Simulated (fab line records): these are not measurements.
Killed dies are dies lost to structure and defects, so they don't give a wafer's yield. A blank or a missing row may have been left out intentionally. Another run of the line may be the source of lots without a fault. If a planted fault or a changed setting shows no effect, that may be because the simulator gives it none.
Which tool did it? | flow n5 finfet | 31 wafers from 11 lots sampled at 6 of the route's 1938 steps

WHAT THE GAUGES SHOWED, per wafer
N5_BEOL_M2_THK_MEAS_53: measures by xrf.
lot  | measured     | on            | M2_THK (nm)
L188 | day 7 07:08  | film metro-02 | 36.8 42.8 40.3
L189 | day 7 10:38  | film metro-01 | 37.7 39.0 36.7
L192 | day 7 23:53  | film metro-02 | 40.6 38.0
L194 | day 9 08:58  | film metro-01 | 39.1 39.0 39.6
L201 | day 10 17:11 | film metro-01 | 39.6 37.9 37.1
L202 | day 11 05:09 | film metro-02 | 41.4 44.0
L205 | day 11 22:28 | film metro-01 | 38.1 43.6 35.6
L206 | day 12 00:32 | film metro-02 | 40.2 43.5 41.7
L207 | day 12 04:59 | film metro-01 | 40.1 41.2 42.4
L208 | day 12 09:26 | film metro-01 | 42.2 40.0 44.3
L209 | day 12 09:43 | film metro-02 | 37.3 38.2 39.6

N5_BEOL_M4_RC_MEAS_101.
lot  | measured     | on        | DIBL_N (mV/V)  | DIBL_P (mV/V)  | IOFF_N (nA/um) | IOFF_P (nA/um) | ION_N (uA/um) | ION_P (uA/um) | SS_N (mV/dec)  | SS_P (mV/dec)  | VT_N (mV)   | VT_P (mV)
L188 | day 8 14:56  | prober-02 | 39.5 36.4 35.5 | 41.7 37.2 36.5 | 0.27 0.17 0.18 | 0.31 0.23 0.23 | 692 671 690   | 472 465 472   | 72.5 72.1 71.3 | 74.9 73.7 74.1 | 240 247 243 | -245 -248 -249
L189 | day 8 15:19  | prober-01 | 36.9 33.8 35.2 | 36.9 32.7 33.2 | 0.17 0.12 0.14 | 0.21 0.16 0.17 | 670 657 665   | 456 446 455   | 71.9 71.5 71.5 | 72.8 71.5 73.1 | 250 254 251 | -249 -253 -254
L192 | day 8 23:23  | prober-02 | 37.6 34.1      | 35.2 33.2      | 0.16 0.12      | 0.20 0.17      | 657 648       | 450 447       | 72.0 70.2      | 73.0 72.8      | 254 254     | -249 -254
L194 | day 10 01:07 | prober-01 | 37.0 36.8 38.2 | 35.8 35.4 36.5 | 0.16 0.15 0.17 | 0.21 0.19 0.21 | 681 667 674   | 465 454 457   | 71.8 71.2 72.0 | 74.2 73.2 73.9 | 251 251 247 | -250 -254 -252
L201 | day 11 18:04 | prober-01 | 36.1 33.1 34.8 | 35.7 33.1 34.8 | 0.15 0.10 0.12 | 0.22 0.18 0.20 | 662 661 664   | 457 463 469   | 72.0 71.2 71.0 | 73.1 72.2 72.6 | 251 255 250 | -249 -250 -250
L202 | day 12 02:52 | prober-01 | 37.0 38.6      | 37.6 37.4      | 0.17 0.19      | 0.23 0.22      | 685 686       | 471 466       | 71.3 72.4      | 73.2 73.3      | 247 246     | -253 -254
L205 | day 12 16:28 | prober-01 | 36.5 38.0 37.2 | 36.7 36.8 38.1 | 0.16 0.18 0.17 | 0.22 0.21 0.25 | 681 690 676   | 465 461 468   | 70.9 71.8 72.1 | 73.4 73.0 73.2 | 250 250 250 | -249 -252 -249
L206 | day 12 19:54 | prober-01 | 34.3 35.8 37.4 | 34.8 37.5 40.5 | 0.13 0.15 0.21 | 0.19 0.22 0.29 | 667 654 692   | 460 457 473   | 71.5 71.7 72.7 | 73.0 73.7 74.5 | 253 251 243 | -252 -249 -244
L207 | day 13 03:22 | prober-01 | 35.8 38.1 35.3 | 35.4 37.6 34.9 | 0.17 0.18 0.15 | 0.22 0.23 0.22 | 684 678 655   | 471 467 456   | 71.1 72.0 71.4 | 73.1 73.7 73.0 | 249 250 251 | -247 -249 -249
L208 | day 13 12:14 | prober-02 | 35.0 34.7 32.9 | 35.1 34.8 32.7 | 0.13 0.15 0.10 | 0.19 0.19 0.16 | 655 681 656   | 452 468 455   | 71.1 71.2 71.0 | 72.8 73.5 72.0 | 255 251 259 | -252 -250 -254
L209 | day 13 12:32 | prober-01 | 35.2 39.7 33.6 | 33.5 39.0 33.2 | 0.12 0.20 0.11 | 0.16 0.25 0.16 | 668 673 664   | 458 457 462   | 71.1 73.0 70.8 | 73.0 74.5 72.2 | 254 249 253 | -252 -250 -254

TOOL THAT RAN EACH LOT (tool first, then ch and the chambers of the sampled wafers, then the start)
lot  | N5_BEOL_M2_ANNEAL_49         | N5_BEOL_M2_ECD_50              | N5_BEOL_M2_CMP_52             | N5_BEOL_M2_DEP_57
L188 | pvd sputter-03, day 7 04:40  | ecd cu-02 ch 0,1, day 7 06:28  | cmp-03 ch 1,3, day 7 06:52    | pecvd-03 ch 1,2, day 7 07:19
L189 | pvd sputter-01, day 7 08:09  | ecd cu-01 ch 0, day 7 09:58    | cmp-03 ch 0,1,2, day 7 10:25  | pecvd-03 ch 0,2, day 7 10:50
L192 | pvd sputter-03, day 7 21:23  | ecd cu-01 ch 1, day 7 23:11    | cmp-03 ch 1,2, day 7 23:41    | pecvd-04 ch 1, day 8 00:09
L194 | pvd sputter-01, day 9 06:29  | ecd cu-01 ch 0,1, day 9 08:17  | cmp-03 ch 0,3, day 9 08:40    | pecvd-03 ch 0,1, day 9 09:10
L201 | pvd sputter-01, day 10 14:27 | ecd cu-02 ch 0,1, day 10 16:15 | cmp-03 ch 1,2, day 10 16:54   | pecvd-04 ch 0,1, day 10 17:23
L202 | pvd sputter-01, day 11 02:40 | ecd cu-02 ch 0,1, day 11 04:29 | cmp-01 ch 3, day 11 04:54     | pecvd-03 ch 0, day 11 05:21
L205 | pvd sputter-01, day 11 19:59 | ecd cu-01 ch 0,1, day 11 21:48 | cmp-02 ch 1,2,3, day 11 22:14 | pecvd-01 ch 0,2, day 11 22:39
L206 | pvd sputter-01, day 11 21:50 | ecd cu-02 ch 0,1, day 11 23:37 | cmp-01 ch 0,3, day 12 00:14   | pecvd-04 ch 0,2, day 12 00:44
L207 | pvd sputter-03, day 12 02:29 | ecd cu-01 ch 0,1, day 12 04:17 | cmp-01 ch 0,1,3, day 12 04:42 | pecvd-01 ch 0,1,2, day 12 05:13
L208 | pvd sputter-03, day 12 06:58 | ecd cu-01 ch 0,1, day 12 08:46 | cmp-02 ch 0,3, day 12 09:08   | pecvd-04 ch 0,1, day 12 09:38
L209 | pvd sputter-02, day 12 07:15 | ecd cu-02 ch 0,1, day 12 09:03 | cmp-03 ch 0,1,3, day 12 09:30 | pecvd-04 ch 0,1,2, day 12 09:58
- N5_BEOL_M2_ANNEAL_49: time 240 s.
- N5_BEOL_M2_ECD_50: material Cu, target thk 300 nm.
- N5_BEOL_M2_CMP_52: polishes, stops on SiOC, t overpolish 6.8 s, target thk 40 nm.
- N5_BEOL_M2_DEP_57: deposits SiCN from 3MS/NH3, target thk 8 nm, time 14 s.

AS READ BY THE TOOLS THEMSELVES (means over the sampled wafers that have a number; for cases with no such wafer, the mark the record gives instead)
N5_BEOL_M2_ANNEAL_49.
lot  | tool           | heater power w (W) | susceptor_temp_C_max
L188 | pvd sputter-03 | 887                | 400.6
L189 | pvd sputter-01 | 833                | 401.1
L192 | pvd sputter-03 | 863                | 400.6
L194 | pvd sputter-01 | 834                | 401.0
L201 | pvd sputter-01 | 835                | 400.9
L202 | pvd sputter-01 | 849                | 400.7
L205 | pvd sputter-01 | 812                | 401.0
L206 | pvd sputter-01 | 824                | 400.9
L207 | pvd sputter-03 | 853                | 400.7
L208 | pvd sputter-03 | 852                | 400.8
L209 | pvd sputter-02 | 862                | 400.9

N5_BEOL_M2_CMP_52.
lot  | tool   | motor current A (A) | time to endpoint s (s)
L188 | cmp-03 | 6.4                 | 62
L189 | cmp-03 | 5.7                 | 61
L192 | cmp-03 | 5.7                 | 48
L194 | cmp-03 | 6.1                 | 56
L201 | cmp-03 | 5.4                 | 54
L202 | cmp-01 | 6.3                 | 68
L205 | cmp-02 | 5.9                 | 64
L206 | cmp-01 | 6.5                 | 64
L207 | cmp-01 | 6.4                 | 67
L208 | cmp-02 | 5.8                 | 65
L209 | cmp-03 | 6.1                 | 60

N5_BEOL_M2_DEP_57.
lot  | tool     | showerhead plenum p Torr (Torr) | throttle valve pct (%)
L188 | pecvd-03 | 3.673                           | 9.7
L189 | pecvd-03 | 3.660                           | 9.1
L192 | pecvd-04 | 3.675                           | 9.6
L194 | pecvd-03 | 3.676                           | 9.9
L201 | pecvd-04 | 3.673                           | 9.2
L202 | pecvd-03 | 3.662                           | 9.1
L205 | pecvd-01 | 3.686                           | 9.8
L206 | pecvd-04 | 3.672                           | 8.8
L207 | pecvd-01 | 3.680                           | 9.5
L208 | pecvd-04 | 3.674                           | 9.2
L209 | pecvd-04 | 3.682                           | 8.9

THE ANSWER, worked out from the rows above alone
Rule: the usual values come from the lots themselves. The widest of any qualifying gaps counts: lots, ordered by their means at a reading, are off when they make up no more than a third of the lots, leave a main group of 4 or more, and stand apart from it by 3 or more times the standard deviation of that group's means. A main group is skipped when, at the precision printed for the reading in the tables above, its means are all equal. A lot without any number at a reading at which 4 lots or more have one is off too. Any other lot the step has rows for is counted as sound. First the gauges in route order, then the tools' own readings, where a lot's mean is used as printed above. At the first step where some lot is off, the reading lying furthest off is the one used; lots without a number count as furthest.
No lot is off on any of the readings shown, so nothing can be concluded from this.

WHAT THE SIMULATOR PUT IN
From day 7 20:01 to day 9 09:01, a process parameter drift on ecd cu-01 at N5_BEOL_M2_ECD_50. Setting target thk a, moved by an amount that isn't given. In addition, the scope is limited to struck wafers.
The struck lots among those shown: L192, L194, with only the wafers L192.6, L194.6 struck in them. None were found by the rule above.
